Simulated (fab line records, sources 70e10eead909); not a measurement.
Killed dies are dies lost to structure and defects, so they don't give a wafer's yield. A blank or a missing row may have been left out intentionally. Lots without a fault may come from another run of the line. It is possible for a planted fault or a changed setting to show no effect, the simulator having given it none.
Which tool was responsible? || flow nand-harc || Sampling: 12 lots, 36 wafers, 2 of 1159 route steps

## WHAT THE GAUGES SHOWED, per wafer
NHARC_P_M0_THK_MEAS_24: measures by xrf.
{"lot": "L075", "measured": "day 6 10:47", "on": "film-metro-02", "thk-nm (nm)": "117.8 115.3 117.5"}
{"lot": "L077", "measured": "day 6 20:25", "on": "film-metro-01", "thk-nm (nm)": "117.3 118.5 118.1"}
{"lot": "L081", "measured": "day 7 13:17", "on": "film-metro-02", "thk-nm (nm)": "116.1 118.3 113.2"}
{"lot": "L079", "measured": "day 7 14:49", "on": "film-metro-02", "thk-nm (nm)": "118.8 117.6 118.2"}
{"lot": "L083", "measured": "day 8 00:50", "on": "film-metro-01", "thk-nm (nm)": "117.7 118.2 116.6"}
{"lot": "L087", "measured": "day 9 02:51", "on": "film-metro-02", "thk-nm (nm)": "119.6 116.2 117.3"}
{"lot": "L085", "measured": "day 9 23:32", "on": "film-metro-02", "thk-nm (nm)": "115.7 117.5 118.0"}
{"lot": "L090", "measured": "day 10 07:41", "on": "film-metro-02", "thk-nm (nm)": "117.1 115.9 117.6"}
{"lot": "L091", "measured": "day 10 09:12", "on": "film-metro-02", "thk-nm (nm)": "118.0 121.1 118.9"}
{"lot": "L093", "measured": "day 10 19:20", "on": "film-metro-01", "thk-nm (nm)": "116.3 117.9 117.7"}
{"lot": "L095", "measured": "day 11 08:22", "on": "film-metro-01", "thk-nm (nm)": "119.1 118.2 116.3"}
{"lot": "L097", "measured": "day 11 17:29", "on": "film-metro-02", "thk-nm (nm)": "116.1 115.9 117.3"}

## EACH LOT AND THE TOOL THAT RAN IT (in order: tool; ch and the chambers of the sampled wafers; start)
{"lot": "L075", "NHARC_P_GATE_STRIP_111": "plasma-asher-02 ch 0,1, day 5 16:16"}
{"lot": "L077", "NHARC_P_GATE_STRIP_111": "plasma-asher-02 ch 0,1, day 5 23:32"}
{"lot": "L081", "NHARC_P_GATE_STRIP_111": "plasma-asher-02 ch 0,1, day 6 20:20"}
{"lot": "L079", "NHARC_P_GATE_STRIP_111": "plasma-asher-01 ch 0,1, day 6 23:04"}
{"lot": "L083", "NHARC_P_GATE_STRIP_111": "plasma-asher-02 ch 0,1, day 7 10:35"}
{"lot": "L087", "NHARC_P_GATE_STRIP_111": "plasma-asher-02 ch 0,1, day 8 11:42"}
{"lot": "L085", "NHARC_P_GATE_STRIP_111": "plasma-asher-01 ch 0,1, day 8 18:05"}
{"lot": "L090", "NHARC_P_GATE_STRIP_111": "plasma-asher-01 ch 0,1, day 9 04:08"}
{"lot": "L091", "NHARC_P_GATE_STRIP_111": "plasma-asher-01 ch 1, day 9 13:31"}
{"lot": "L093", "NHARC_P_GATE_STRIP_111": "plasma-asher-02 ch 0,1, day 9 21:07"}
{"lot": "L095", "NHARC_P_GATE_STRIP_111": "plasma-asher-02 ch 0,1, day 10 13:47"}
{"lot": "L097", "NHARC_P_GATE_STRIP_111": "plasma-asher-02 ch 0,1, day 11 03:01"}
- NHARC_P_GATE_STRIP_111: strips in N2/H2, time 250 s.

## THE ANSWER, worked out from the rows above alone
Rule: the usual values come from the lots themselves. Put in order of their means at a reading, lots are off if they are a third of the lots or fewer, leave a main group of 4 or more, and stand apart from it by a gap of 3 or more times the standard deviation of the main group's means; of several such gaps the widest counts. Not used: any main group whose means are identical at the precision the tables above print for the reading. A lot without any number at a reading at which 4 lots or more have one is off too. The other lots that the step has rows for count as sound.
Nothing can be told from this: no lot is off at any reading shown.

## WHAT THE SIMULATOR HAD INSERTED
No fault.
